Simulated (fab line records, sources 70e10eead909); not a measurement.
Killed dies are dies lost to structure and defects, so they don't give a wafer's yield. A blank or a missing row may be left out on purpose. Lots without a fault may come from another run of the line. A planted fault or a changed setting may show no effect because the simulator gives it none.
A struck lot beside a sound one | flow nand_harc | 15 steps out of a route of 1302
Sound: wafers L914.2, L914.4, L914.6. Struck: wafers L928.3, L928.5, L928.6. The cause comes at the end.
At each step with rows: each side's tool, then ch and its chambers, then its first start. Under that, the readings that differ: sound wafers | struck wafers | difference of the means | sigmas: that difference in standard deviations of wafers without a fault.
alike: readings whose means differ by less than 2 such deviations, and words and numbers that are the same on both sides. not compared: withheld readings, readings that some wafer has no value for, bounds like >300 that may hide the same value, and numbers for which the record gives no deviation and whose values overlap.
The two part at a step that has a row with sigmas, a row that says differs or no value, or rows on one side only. Numbers that don't overlap but have no deviation are shown without sigmas and don't part them. A reading that every wafer of one side lacks parts them only if that side has two wafers or more.

first, 4 steps without rows for these wafers: NHARC_A_CONTACT_EBR_04; NHARC_A_CONTACT_EXPOSE_05 (exposes mask A CC); NHARC_A_CONTACT_PEB_06 (peb time 65 s); NHARC_A_CONTACT_DEVELOP_07 (develop time 35 s).
NHARC_A_CONTACT_CD_MEAS_08: target cd 200 nm.
  sound on cd_sem-01 ch 0, day 25 12:41; struck on cd_sem-03 ch 0, day 30 03:27
  alike: cd_nm
NHARC_A_CONTACT_OVL_MEAS_09:
  sound on overlay-02, day 25 12:47; struck on overlay-02, day 30 03:32
  alike: overlay_x_nm, overlay_y_nm
NHARC_A_CONTACT_INSPECT_10:
  sound on defect_inspect-01, day 25 12:49; struck on defect_inspect-01, day 30 03:34
  alike: raw_defect_count
NHARC_A_CONTACT_DESCUM_13: chemistry O2, time 3 s.
  sound on rie_diel-12 ch 0,1,3, day 25 12:53; struck on rie_diel-05 ch 0,1,2, day 30 03:39
  alike: drypump_motor_current_A, oes_product_au, rf_vpp_V, showerhead_plenum_p_Torr, throttle_valve_pct
  not compared: rf_hours_counter_h
NHARC_A_CONTACT_ETCH_88: etches the open film in CF4, target depth 39 nm, time 65 s.
  sound on rie_diel-12 ch 1,2, day 25 12:58; struck on rie_diel-05 ch 2,3, day 30 03:43
  alike: bias_w, cf4_flow_sccm, drypump_motor_current_A, oes_product_au, rf_vpp_V, showerhead_plenum_p_Torr, throttle_valve_pct
  not compared: rf_hours_counter_h
NHARC_A_CONTACT_ETCH_89: etches the open film in N2/H2, target depth 260 nm, time 475.3 s.
  sound on rie_diel-12 ch 0,3; struck on rie_diel-05 ch 2,3
  alike: bias_w, chamber_pressure_mTorr, drypump_motor_current_A, oes_product_au, rf_vpp_V, showerhead_plenum_p_Torr, throttle_valve_pct
  not compared: rf_hours_counter_h
NHARC_A_CONTACT_ETCH_30: etches the open film in CF4/CHF3, target depth 72.6 nm, time 36.3 s.
  sound on rie_diel-12 ch 0,3; struck on rie_diel-05 ch 0,1,2
  alike: bias_w, cf4_flow_sccm, drypump_motor_current_A, oes_product_au, rf_vpp_V, showerhead_plenum_p_Torr, throttle_valve_pct
  not compared: rf_hours_counter_h
then, 1 step without rows for these wafers: NHARC_A_CONTACT_ETCH_31 (etches the open film in O2/COS, target depth 2800 nm, time 728 s).
NHARC_A_CONTACT_ETCH_134: etches the open film in C4F8/O2/Ar, time 140 s, target depth 700 nm.
  sound on har_cap_etch-03 ch 0,1, day 25 14:00; struck on har_cap_etch-03 ch 0,1, day 30 04:52
  no value came back on the struck wafers for chamber_pressure_mTorr (mTorr), oes_air_line_au (a.u.); on the sound wafers chamber_pressure_mTorr (mTorr) reads 20.016 20.015 19.989
  not compared: rf_hours_counter_h
NHARC_A_CONTACT_ETCH_135: etches the open film in C4F8/O2/Ar, time 311 s, target depth 1912 nm.
  sound on har_cap_etch-03 ch 0,1, day 25 14:12; struck on har_cap_etch-03 ch 0,1, day 30 05:07
  alike: chamber_pressure_mTorr, oes_air_line_au
  not compared: rf_hours_counter_h
-- the record jumps here: 2 days lie between the struck wafers' starts before and after (it left off in module A_CONTACT and takes up again in module END, whose first step shown is number 1302 of the route) --
NHARC_END_SORT_01:
  the record has rows for the struck wafers here (prober-01 ch 0, day 32 09:30) and none for the sound ones

WHERE THEY PART
First at NHARC_A_CONTACT_ETCH_134; last, within this record, at NHARC_END_SORT_01.

WHY: what the simulator had put in
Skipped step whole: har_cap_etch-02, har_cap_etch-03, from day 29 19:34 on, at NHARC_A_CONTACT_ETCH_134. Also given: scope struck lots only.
